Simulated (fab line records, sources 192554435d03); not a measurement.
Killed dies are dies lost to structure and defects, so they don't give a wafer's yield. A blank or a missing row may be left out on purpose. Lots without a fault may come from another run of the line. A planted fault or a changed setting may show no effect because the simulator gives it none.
fab line records | flow n5_finfet | part 1 of 2: steps 1 to 17 of 25
record lots=5 wafers=15 last_day=17
route steps=1938 shown BEOL_M3@962
lots that met no fault: from a run of the same line without faults
start_h: hours from the record's first day to the start of the lot's first wafer shown | wait_h: hours since the lot's step before | " the same as in the row above | L1.1+2: a row that stands for several wafers | - no value, or no start given | * or withheld: withheld | < > ~ a bound
route shown NAME@n: a module of which the file shows steps, and the number in the route of the first | usual: mean/standard deviation of fault-free wafers | same: alike in all rows | chamber/n: place in a boat | sites: the reading at each site | _std_site: their standard deviation | _edge_site: outer sites' mean less inner sites' | radius_mm: how far each site lies from the wafer's centre | mask NAME#n: copy n | behind: the tool/chamber that last shaped the wafer | hold: why the lot was held/for how many hours/how that ended | device: the transistor (n, p or np) that didn't switch | end of line: the same wafers' tests at the end of the route | a step without rows: its recipe alone | killed: dies lost to structure and defects at the first sort, not the wafer's yield | map: a wafer's dies, x killed, . not, _ none there
set.NAME: the setting as run; set.NAME@STEP: as run at that earlier step | model.NAME: the simulator's own value behind a step, which no gauge read
lots at some steps of the route; a table a step, a row a wafer
services: from which hour (start_h, from the record's first day; less than 0 if before it) a tool's chamber was out of use, for how many hours, and why
## steps
# step N5_BEOL_M3_SOFTBAKE_23
# recipe temp_c=110 time_s=60 resist=CAR-EUV
# usual chill_plate_temp_C=22.98/0.096
# columns lot.wafer tool chamber start_h wait_h chill_plate_temp_C
L074.1 litho_track-05 0 - - 22.96
L074.3 " 0 " " 22.96
L074.6 " 0 " " 23.03
L079.1 litho_track-03 0 - - 23.06
L079.2 " 0 " " 23.03
L079.5 " 0 " " 22.99
L082.1 litho_track-03 0 - - 23.19
L082.3 " 0 " " 23.07
L082.4 " 0 " " 22.96
L093.2 litho_track-03 0 - - 23.16
L093.3 " 0 " " 22.96
L093.6 " 0 " " 23.01
L097.3 litho_track-05 0 - - 23.01
L097.4 " 0 " " 23.10
L097.6 " 0 " " 22.99
# step N5_BEOL_M3_EXPOSE_25
# recipe mask_id=V2 na=0.33 source_shape=quasar sigma_inner=0.2 sigma_outer=0.8 polarization=unpolarized defocus_nm=5 dose_mj=63
# same sigma_inner=0.2
# columns lot.wafer tool chamber start_h wait_h mask
L074.1+3+6 euv_scanner-02 0 172.36 - V2#0
L079.1+2+5 euv_scanner-01 0 182.87 - V2#0
L082.1+3+4 euv_scanner-02 0 195.28 - V2#0
L093.2+3+6 euv_scanner-01 0 260.55 - V2#0
L097.3+4+6 euv_scanner-02 0 298.78 - V2#0
# step N5_BEOL_M3_PEB_26
# recipe peb_temp_c=100 peb_time_s=60 resist=CAR-EUV
# usual chill_plate_temp_C=23.01/0.11
# columns lot.wafer tool chamber start_h wait_h chill_plate_temp_C
L074.1 litho_track-05 0 172.44 0.1 23.02
L074.3 " 0 " " 22.93
L074.6 " 0 " " 23.00
L079.1 litho_track-05 0 182.95 0.1 22.92
L079.2 " 0 " " 23.09
L079.5 " 0 " " 23.00
L082.1 litho_track-03 0 195.35 0.1 22.83
L082.3 " 0 " " 22.83
L082.4 " 0 " " 22.89
L093.2 litho_track-03 0 260.62 0.1 23.21
L093.3 " 0 " " 23.09
L093.6 " 0 " " 23.14
L097.3 litho_track-05 0 298.84 0.1 23.00
L097.4 " 0 " " 22.83
L097.6 " 0 " " 22.96
# step N5_BEOL_M3_DEVELOP_27
# recipe develop_time_s=30 developer=TMAH resist=CAR-EUV rinse_liquid=surfactant_rinse dry=air_spin dev_temp_c=23
# usual chill_plate_temp_C=23.03/0.11
# same develop_time_s=30
# columns lot.wafer tool chamber start_h wait_h chill_plate_temp_C
L074.1 litho_track-05 0 - - 23.01
L074.3 " 0 " " 23.07
L074.6 " 0 " " 23.17
L079.1 litho_track-05 0 - - 23.14
L079.2 " 0 " " 23.23
L079.5 " 0 " " 23.01
L082.1 litho_track-03 0 - - 23.25
L082.3 " 0 " " 23.10
L082.4 " 0 " " 22.97
L093.2 litho_track-03 0 - - 23.17
L093.3 " 0 " " 23.00
L093.6 " 0 " " 22.92
L097.3 litho_track-05 0 - - 22.85
L097.4 " 0 " " 22.78
L097.6 " 0 " " 22.97
# step N5_BEOL_M3_CD_MEAS_28
# recipe target_cd_nm=25.7 landing_energy_ev=500 detector=se_inlens target_cd_y_nm=23.3 polarity=opening
# usual cd_nm=25.59/0.26
# columns lot.wafer tool chamber start_h wait_h cd_nm
L074.1 cd_sem-02 0 172.51 - 25.92
L074.3 " 0 " " 25.62
L074.6 " 0 " " 25.90
L079.1 cd_sem-01 0 183.01 - 25.72
L079.2 " 0 " " 25.85
L079.5 " 0 " " 25.74
L082.1 cd_sem-03 0 195.42 - 25.51
L082.3 " 0 " " 25.58
L082.4 " 0 " " 25.44
L093.2 cd_sem-02 0 260.69 - 25.85
L093.3 " 0 " " 25.86
L093.6 " 0 " " 25.24
L097.3 cd_sem-01 0 298.91 - 25.73
L097.4 " 0 " " 25.92
L097.6 " 0 " " 25.74
# step N5_BEOL_M3_OVL_MEAS_29
# recipe points_per_wafer=522
# usual V2_OVL=0.0/0.6
# columns lot.wafer tool chamber start_h wait_h V2_OVL[nm]
L074.1 overlay-02 0 172.54 0.0 -0.4
L074.3 " 0 " " -0.2
L074.6 " 0 " " -0.3
L079.1 overlay-02 0 183.04 0.0 -0.8
L079.2 " 0 " " -1.0
L079.5 " 0 " " -1.0
L082.1 overlay-01 0 195.45 0.0 -1.0
L082.3 " 0 " " -0.5
L082.4 " 0 " " 0.2
L093.2 overlay-02 0 260.72 0.0 1.1
L093.3 " 0 " " 0.0
L093.6 " 0 " " 0.6
L097.3 overlay-02 0 298.95 0.0 1.0
L097.4 " 0 " " 0.7
L097.6 " 0 " " 0.8
# step N5_BEOL_M3_INSPECT_30
# recipe mode=adi inspect_instrument=brightfield
# usual raw_defect_count=440/100
# columns lot.wafer tool chamber start_h wait_h raw_defect_count
L074.1 defect_inspect-02 - 172.60 0.1 391
L074.3 " - " " 379
L074.6 " - " " 346
L079.1 defect_inspect-01 - 183.10 0.1 521
L079.2 " - " " 555
L079.5 " - " " 577
L082.1 defect_inspect-01 - 195.51 0.1 455
L082.3 " - " " 571
L082.4 " - " " 569
L093.2 defect_inspect-01 - 260.78 0.0 574
L093.3 " - " " 561
L093.6 " - " " 590
L097.3 defect_inspect-02 - 299.00 0.0 697
L097.4 " - " " 400
L097.6 " - " " 385
# step N5_BEOL_M3_DESCUM_33
# recipe chemistry=O2 time_s=7 source_power_w=50 bias_power_w=20 pressure_mtorr=20 rf_frequency_hz=2.712e+07 temp_c=40 resist=CAR-EUV o2_flow_sccm=225
# usual drypump_motor_current_A=5.6/0.5 oes_product_au=0.79/0.098 rf_vpp_V=243.5/1.3 showerhead_plenum_p_Torr=2.12/0.076 throttle_valve_pct=20.4/0.34
# columns lot.wafer tool chamber start_h wait_h drypump_motor_current_A oes_product_au rf_hours_counter_h rf_vpp_V showerhead_plenum_p_Torr throttle_valve_pct
L074.1 rie_diel-04 2 172.63 0.0 4.9 0.81 84 244.2 2.14 20.5
L074.3 " 0 " " 5.2 0.94 8 244.3 2.26 20.2
L074.6 " 2 " " 4.9 0.81 - 245.1 2.14 20.5
L079.1 rie_diel-02 0 183.16 0.1 6.0 0.73 188 242.8 2.08 20.6
L079.2 " 3 " " 5.4 0.89 33 245.4 2.23 20.3
L079.5 " 2 " " 5.6 0.69 - 243.0 2.09 21.0
L082.1 rie_diel-05 1 195.54 0.0 5.5 0.70 214 242.6 2.05 20.4
L082.3 " 3 " " 5.2 0.69 243 243.7 2.08 20.9
L082.4 " 2 " " 5.8 0.91 22 243.0 2.03 20.0
L093.2 rie_diel-02 3 260.81 0.0 5.4 0.84 58 246.4 2.22 20.3
L093.3 " 2 " " 5.7 0.95 7 242.1 2.09 20.6
L093.6 " 1 " " 5.9 0.70 - 245.0 2.16 20.6
L097.3 rie_diel-05 0 299.03 0.0 6.5 0.68 229 243.6 2.15 20.8
L097.4 " 2 " " 5.8 0.86 55 243.9 2.02 20.0
L097.6 " 3 " " 5.3 0.92 - 242.1 2.07 20.6
# step N5_BEOL_M3_ETCH_77
# recipe chemistry=N2/H2 target=underlayer target_depth_a=65 mask_material=CAR-EUV time_s=5.2 ion_energy_ev=200 pressure_mtorr=30 source_w=840 bias_w=150 n2_flow_sccm=200 h2_flow_sccm=200 ends=cleared
# usual drypump_motor_current_A=5.6/0.5 etch_rf_on_time_s=5.25/0.15 oes_product_au=0.67/0.086 rf_vpp_V=524.7/2.7 showerhead_plenum_p_Torr=2.57/0.082 throttle_valve_pct=17.9/0.36
# columns lot.wafer tool chamber start_h wait_h drypump_motor_current_A etch_rf_on_time_s oes_product_au rf_hours_counter_h rf_vpp_V showerhead_plenum_p_Torr throttle_valve_pct
L074.1 rie_diel-04 2 172.67 0.0 4.9 5.12 0.70 84 523.2 2.58 17.8
L074.3 " 0 " " 5.3 5.17 0.82 8 528.4 2.68 17.1
L074.6 " 2 " " 4.9 5.13 0.69 - 522.7 2.58 17.7
L079.1 rie_diel-02 0 183.20 0.0 6.0 5.53 0.61 188 522.6 2.52 18.0
L079.2 " 3 " " 5.4 5.22 0.75 33 527.8 2.72 17.8
L079.5 " 2 " " 5.7 5.14 0.59 - 521.2 2.50 18.3
L082.1 rie_diel-05 1 195.58 0.0 5.5 5.58 0.58 214 521.0 2.54 18.1
L082.3 " 3 " " 5.2 5.13 0.58 243 522.6 2.52 18.4
L082.4 " 2 " " 5.8 5.21 0.78 22 522.6 2.49 17.5
L093.2 rie_diel-02 3 260.84 0.0 5.3 5.20 0.72 58 526.8 2.71 17.8
L093.3 " 2 " " 5.7 4.95 0.83 7 520.8 2.50 17.8
L093.6 " 1 " " 5.9 5.38 0.60 - 528.8 2.65 18.3
L097.3 rie_diel-05 0 299.06 0.0 6.5 5.18 0.59 229 526.0 2.60 18.2
L097.4 " 2 " " 5.8 5.10 0.73 55 521.8 2.48 17.6
L097.6 " 3 " " 5.3 5.18 0.78 - 520.9 2.51 18.0
# step N5_BEOL_M3_ETCH_69
# recipe chemistry=CF4 target=SiARC target_depth_a=156 mask_material=CAR-EUV time_s=26 ion_energy_ev=80 pressure_mtorr=40 source_w=545 bias_w=36 Ar_flow_sccm=100 cf4_flow_sccm=100 ends=cleared
# usual drypump_motor_current_A=5.6/0.5 etch_rf_on_time_s=26.3/0.82 mfc_ar_sccm=99.98/0.29 oes_product_au=0.67/0.086 rf_vpp_V=184.3/1.2 showerhead_plenum_p_Torr=2.16/0.067 throttle_valve_pct=15.6/0.33
# columns lot.wafer tool chamber start_h wait_h drypump_motor_current_A etch_rf_on_time_s mfc_ar_sccm oes_product_au rf_hours_counter_h rf_vpp_V showerhead_plenum_p_Torr throttle_valve_pct
L074.1 rie_diel-04 2 172.68 0.0 4.9 25.4 99.83 0.70 84 185.1 2.16 15.5
L074.3 " 0 " " 5.3 26.5 99.94 0.81 8 186.0 2.27 15.0
L074.6 " 2 " " 4.9 25.1 99.81 0.71 - 185.6 2.16 15.5
L079.1 rie_diel-02 0 183.21 0.0 5.9 28.1 99.92 0.60 188 184.2 2.14 15.8
L079.2 " 3 " " 5.4 26.1 100.56 0.76 33 186.3 2.26 15.4
L079.5 " 2 " " 5.7 25.8 100.08 0.59 - 183.4 2.12 16.1
L082.1 rie_diel-05 1 195.60 0.0 5.5 27.5 99.62 0.58 214 183.1 2.10 15.6
L082.3 " 3 " " 5.3 24.9 99.77 0.60 243 183.9 2.10 16.0
L082.4 " 2 " " 5.8 25.7 100.12 0.79 22 184.4 2.09 15.2
L093.2 rie_diel-02 3 260.86 0.0 5.4 25.7 99.68 0.72 58 184.6 2.26 15.4
L093.3 " 2 " " 5.6 24.7 100.08 0.83 7 183.7 2.12 15.6
L093.6 " 1 " " 5.9 26.2 99.83 0.61 - 184.2 2.21 15.9
L097.3 rie_diel-05 0 299.08 0.0 6.5 27.0 100.26 0.59 229 185.1 2.20 16.0
L097.4 " 2 " " 5.8 25.7 100.07 0.75 55 182.4 2.08 15.3
L097.6 " 3 " " 5.3 25.7 100.30 0.79 - 183.6 2.09 15.6
# step N5_BEOL_M3_ALD_98
# recipe material=SiO2 target_thk_a=25 temp_c=100 ald_precursor_family=BDEAS ald_co_reactant=O2-plasma pulse_time_s=1 co_reactant_pulse_time_s=1 purge_time_s=2 co_reactant_purge_time_s=2 ald_cycles=17 pressure_torr=2
# usual heater_power_w=79/7.9 precursor_pulse_height_rel=1.001/0.019 susceptor_temp_C=99.98/0.12
# same co_reactant_purge_time_s=2
# columns lot.wafer tool chamber start_h wait_h heater_power_w precursor_pulse_height_rel susceptor_temp_C
L074.1 ald_sin-04 0 172.77 0.1 78 1.044 100.05
L074.3 " 1 " " 77 0.998 99.78
L074.6 " 3 " " 86 1.000 99.92
L079.1 ald_sin-04 2 183.70 0.5 83 1.027 99.95
L079.2 " 1 " " 80 1.008 99.89
L079.5 " 2 " " 90 1.006 100.05
L082.1 ald_sin-03 3 196.14 0.5 75 0.974 100.14
L082.3 " 1 " " 72 1.031 100.06
L082.4 " 2 " " 87 1.009 99.95
L093.2 ald_sin-04 2 260.94 0.1 85 1.073 100.16
L093.3 " 1 " " 80 1.007 99.81
L093.6 " 2 " " 86 1.038 99.97
L097.3 ald_sin-03 0 299.33 0.2 89 0.994 99.93
L097.4 " 2 " " 89 1.026 99.75
L097.6 " 3 " " 76 1.029 100.06
# step N5_BEOL_M3_ETCHBACK_99
# recipe chemistry=CHF3 target=SiO2 target_depth_a=50 time_s=10.4 source_w=215 bias_w=47 Ar_flow_sccm=200 CHF3_flow_sccm=12 ion_energy_ev=100 pressure_mtorr=30
# usual drypump_motor_current_A=5.6/0.43 mfc_ar_sccm=199.9/0.61 oes_product_au=0.79/0.098 rf_vpp_V=241/6.8 showerhead_plenum_p_Torr=2.18/0.07 throttle_valve_pct=17.07/0.3
# columns lot.wafer tool chamber start_h wait_h drypump_motor_current_A mfc_ar_sccm oes_product_au rf_hours_counter_h rf_vpp_V showerhead_plenum_p_Torr throttle_valve_pct
L074.1 rie_diel-05 3 174.04 1.2 5.3 200.0 0.70 236 237 2.09 17.26
L074.3 " 2 " " 5.8 200.3 0.94 16 236 2.09 16.66
L074.6 " 3 " " 5.2 199.2 0.70 - 237 2.09 17.26
L079.1 rie_diel-05 2 183.92 0.2 5.8 199.3 0.93 20 235 2.09 16.67
L079.2 " 3 " " 5.2 200.2 0.69 240 238 2.09 17.26
L079.5 " 0 " " 6.5 201.2 0.71 - 251 2.25 17.54
L082.1 rie_diel-05 3 207.14 11.0 5.3 200.3 0.68 246 238 2.09 17.27
L082.3 " 2 " " 5.8 200.5 0.91 25 234 2.09 16.65
L082.4 " 2 " " 5.8 199.8 0.91 - 235 2.09 16.67
L093.2 rie_diel-05 3 266.71 5.7 5.3 198.7 0.95 5 237 2.08 16.85
L093.3 " 2 " " 5.8 199.6 0.89 45 234 2.08 16.71
L093.6 " 0 " " 6.5 199.0 0.70 - 251 2.24 17.58
L097.3 rie_diel-04 1 305.35 6.0 6.2 199.9 0.96 12 251 2.33 17.13
L097.4 " 0 " " 5.2 199.4 0.86 45 254 2.27 16.58
L097.6 " 0 " " 5.3 200.6 0.86 - 253 2.27 16.58
# step N5_BEOL_M3_ETCH_70
# recipe chemistry=N2/H2 target=SOC target_depth_a=800 overetch_a=160 mask_material=SiARC temp_c=40 time_s=120 ion_energy_ev=200 pressure_mtorr=30 source_w=840 bias_w=150 n2_flow_sccm=200 h2_flow_sccm=200
# usual drypump_motor_current_A=5.6/0.44 oes_product_au=0.61/0.071 rf_vpp_V=524.7/2.3 showerhead_plenum_p_Torr=2.58/0.082 throttle_valve_pct=17.9/0.34
# columns lot.wafer tool chamber start_h wait_h drypump_motor_current_A oes_product_au rf_hours_counter_h rf_vpp_V showerhead_plenum_p_Torr throttle_valve_pct
L074.1 rie_diel-05 3 174.08 0.0 5.3 0.52 236 521.9 2.53 18.4
L074.3 " 2 " " 5.8 0.72 16 522.9 2.50 17.5
L074.6 " 3 " " 5.3 0.52 - 523.4 2.53 18.3
L079.1 rie_diel-05 2 183.96 0.0 5.8 0.71 20 522.4 2.50 17.5
L079.2 " 3 " " 5.3 0.52 240 522.0 2.52 18.3
L079.5 " 0 " " 6.5 0.55 - 526.7 2.62 18.1
L082.1 rie_diel-05 3 207.18 0.0 5.3 0.52 246 522.6 2.52 18.4
L082.3 " 2 " " 5.8 0.70 26 522.5 2.49 17.5
L082.4 " 2 " " 5.7 0.70 - 522.3 2.49 17.5
L093.2 rie_diel-05 3 266.74 0.0 5.3 0.72 5 520.5 2.52 18.0
L093.3 " 2 " " 5.8 0.67 45 522.8 2.48 17.5
L093.6 " 0 " " 6.5 0.54 - 526.1 2.61 18.2
L097.3 rie_diel-04 1 305.39 0.0 6.2 0.73 12 528.2 2.72 17.9
L097.4 " 0 " " 5.3 0.67 45 528.0 2.67 17.2
L097.6 " 0 " " 5.3 0.67 - 526.7 2.67 17.2
# step N5_BEOL_M3_STRIP_71
# recipe chemistry=N2/H2 temp_c=40 n2_flow_sccm=200 h2_flow_sccm=200 rf_frequency_hz=6e+07
# columns lot.wafer tool chamber start_h wait_h
L074.1+3+6 rie_diel-05 3,2,3 174.16 0.0
L079.1+2+5 rie_diel-05 2,3,0 184.04 0.0
L082.1+3+4 rie_diel-05 3,2,2 207.26 0.0
L093.2+3+6 rie_diel-05 3,2,0 266.82 0.0
L097.3+4+6 rie_diel-04 1,0,0 305.47 0.0
# step N5_BEOL_M3_STRIP_78
# recipe chemistry=N2/H2 temp_c=40 n2_flow_sccm=200 h2_flow_sccm=200 rf_frequency_hz=6e+07
# columns lot.wafer tool chamber start_h wait_h
L074.1+3+6 rie_diel-05 3,2,3 174.17 0.0
L079.1+2+5 rie_diel-05 2,3,0 184.05 0.0
L082.1+3+4 rie_diel-05 3,2,2 207.27 0.0
L093.2+3+6 rie_diel-05 3,2,0 266.83 0.0
L097.3+4+6 rie_diel-04 1,0,0 305.48 0.0
# step N5_BEOL_M3_VIA_ETCH_34
# recipe chemistry=C4F6/O2 target_depth_a=694 mask_material=SOC pressure_mtorr=15 ion_energy_ev=250 taper_deg=4 time_s=65.9 source_w=350 bias_w=170 Ar_flow_sccm=300 C4F6_flow_sccm=10 O2_flow_sccm=10
# usual drypump_motor_current_A=5.6/0.44 mfc_ar_sccm=300.0/0.89 oes_o_777_au=0.79/0.1 oes_product_au=0.79/0.098 rf_vpp_V=668/18 showerhead_plenum_p_Torr=2.88/0.09 throttle_valve_pct=30.8/0.35
# columns lot.wafer tool chamber start_h wait_h drypump_motor_current_A mfc_ar_sccm oes_o_777_au oes_product_au rf_hours_counter_h rf_vpp_V showerhead_plenum_p_Torr throttle_valve_pct
L074.1 rie_diel-05 3 174.18 0.0 5.3 300.0 0.71 0.70 236 657 2.76 30.7
L074.3 " 2 " " 5.8 298.3 0.94 0.93 16 650 2.77 30.3
L074.6 " 3 " " 5.3 299.0 0.70 0.69 - 657 2.76 30.7
L079.1 rie_diel-05 2 184.06 0.0 5.8 298.7 0.93 0.93 20 649 2.77 30.3
L079.2 " 3 " " 5.2 301.1 0.71 0.68 240 656 2.76 30.7
L079.5 " 0 " " 6.5 299.2 0.71 0.71 - 693 2.97 31.5
L082.1 rie_diel-05 3 207.28 0.0 5.3 300.2 0.71 0.68 246 657 2.76 30.7
L082.3 " 2 " " 5.8 300.7 0.92 0.90 26 648 2.76 30.3
L082.4 " 2 " " 5.8 299.7 0.93 0.90 - 650 2.76 30.3
L093.2 rie_diel-05 3 266.84 0.0 5.3 300.4 0.98 0.95 5 658 2.76 30.6
L093.3 " 2 " " 5.8 299.2 0.88 0.88 45 649 2.76 30.4
L093.6 " 0 " " 6.5 298.7 0.69 0.70 - 693 2.96 31.5
L097.3 rie_diel-04 1 305.49 0.0 6.2 301.2 0.98 0.97 12 693 3.07 31.5
L097.4 " 0 " " 5.3 300.2 0.91 0.87 45 700 2.99 30.4
L097.6 " 0 " " 5.3 300.1 0.90 0.87 - 701 2.99 30.4
# step N5_BEOL_M3_STRIP_83
# recipe chemistry=C4F6/O2 resist=SiARC rf_frequency_hz=6e+07
# columns lot.wafer tool chamber start_h wait_h
L074.1+3+6 rie_diel-05 3,2,3 174.23 0.0
L079.1+2+5 rie_diel-05 2,3,0 184.11 0.0
L082.1+3+4 rie_diel-05 3,2,2 207.33 0.0
L093.2+3+6 rie_diel-05 3,2,0 266.89 0.0
L097.3+4+6 rie_diel-04 1,0,0 305.54 0.0
